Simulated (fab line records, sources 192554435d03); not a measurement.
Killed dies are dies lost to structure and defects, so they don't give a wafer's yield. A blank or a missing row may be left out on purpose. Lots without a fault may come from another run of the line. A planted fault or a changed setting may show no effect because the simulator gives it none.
Problem report in the 8D (eight disciplines) form, filled by code | flow n5_finfet | the parts of the form that need people (team, actions taken, sign-off) are left out

1. THE PROBLEM
bias_w at N5_PMOS_HMC_CHANNEL_EPI_ETCH_32 reads a mean of 171.1 W on 9 wafers of 3 lots; wafers without a fault read 150.0 W with a standard deviation of 0.49. That is +43 standard deviations from the usual mean.
The step: etches BARC in N2/H2, stops on SiO2, target depth 85.8 nm, time 50.3 s.
First seen on wafer L588.1, day 4 05:53, on rie_diel-01. The record holds 27 wafers of 9 lots with a number at this step. Rule for "out", or "out of limits": more than 4 standard deviations from the usual mean. The other wafers with a number count as sound.

2. WHAT IT IS AND WHAT IT IS NOT
question                    | is                     | is not
which readings at this step | bias_w, rf_vpp_V       | drypump_motor_current_A, oes_product_au, showerhead_plenum_p_Torr, throttle_valve_pct
which lots                  | L588, L589, L590       | L581, L582, L587, L597, L600, L601
which wafers of those lots  | all that have a number | -
read on which tools         | rie_diel-01            | rie_diel-05, rie_diel-06
when                        | from day 4 05:53       | up to then (9 sound wafers); but 9 sound wafers of L597, L600, L601 came after

3. SUSPECTS, AND WHAT RULES EACH OUT
Counting: a tool at a process step up to the reading stays a suspect if it ran every lot that is out and no sound lot after the first of them.
- rie_diel-01 at N5_PMOS_HMC_CHANNEL_EPI_ETCH_32 (etches BARC in N2/H2, stops on SiO2, target depth 85.8 nm, time 50.3 s): kept. It ran every lot that is out, first L588 (day 4 05:53), and no sound lot after that; its last sound lot up to then is L587 (day 3 23:54). Its own readings are out on those wafers: bias_w, rf_vpp_V.
Left after counting: rie_diel-01 at N5_PMOS_HMC_CHANNEL_EPI_ETCH_32.

4. THE CAUSE (what the simulator had put in)
Process parameter drift: rie_diel-01, from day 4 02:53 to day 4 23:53, at N5_PMOS_HMC_CHANNEL_EPI_ETCH_32. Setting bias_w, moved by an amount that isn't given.
Counting left only this tool.

5. THE CHAIN OF EFFECTS, in route order
Each row: a reading whose mean over the struck wafers that have a number lies more than 3 standard deviations from the usual. Only readings for which the record gives a usual standard deviation are gone through. hours: the time from each lot's start at the first step in this table that gives one to its start at this step, as a median over the lots. sigmas: the change in usual standard deviations.
hours | step                            | reading  | usual   | on struck wafers | change | sigmas
0     | N5_PMOS_HMC_CHANNEL_EPI_ETCH_32 | bias_w   | 150.0 W | 171.1            | +21.1  | +43
0     | N5_PMOS_HMC_CHANNEL_EPI_ETCH_32 | rf_vpp_V | 523.2 V | 570.1            | +46.9  | +18
The process steps in it:
- N5_PMOS_HMC_CHANNEL_EPI_ETCH_32: etches BARC in N2/H2, stops on SiO2, target depth 85.8 nm, time 50.3 s.
Later measuring or inspecting steps at which every struck wafer that the step has a row for has a number for every such reading, and none has moved that far: N5_PMOS_HMC_CHANNEL_EPI_THK_MEAS_22, N5_BEOL_M4_RC_MEAS_101.

6. WHAT WOULD HAVE CAUGHT IT SOONER
In this record the first reading out of limits was taken at day 4 05:53, 3 hours after the fault began at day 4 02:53.
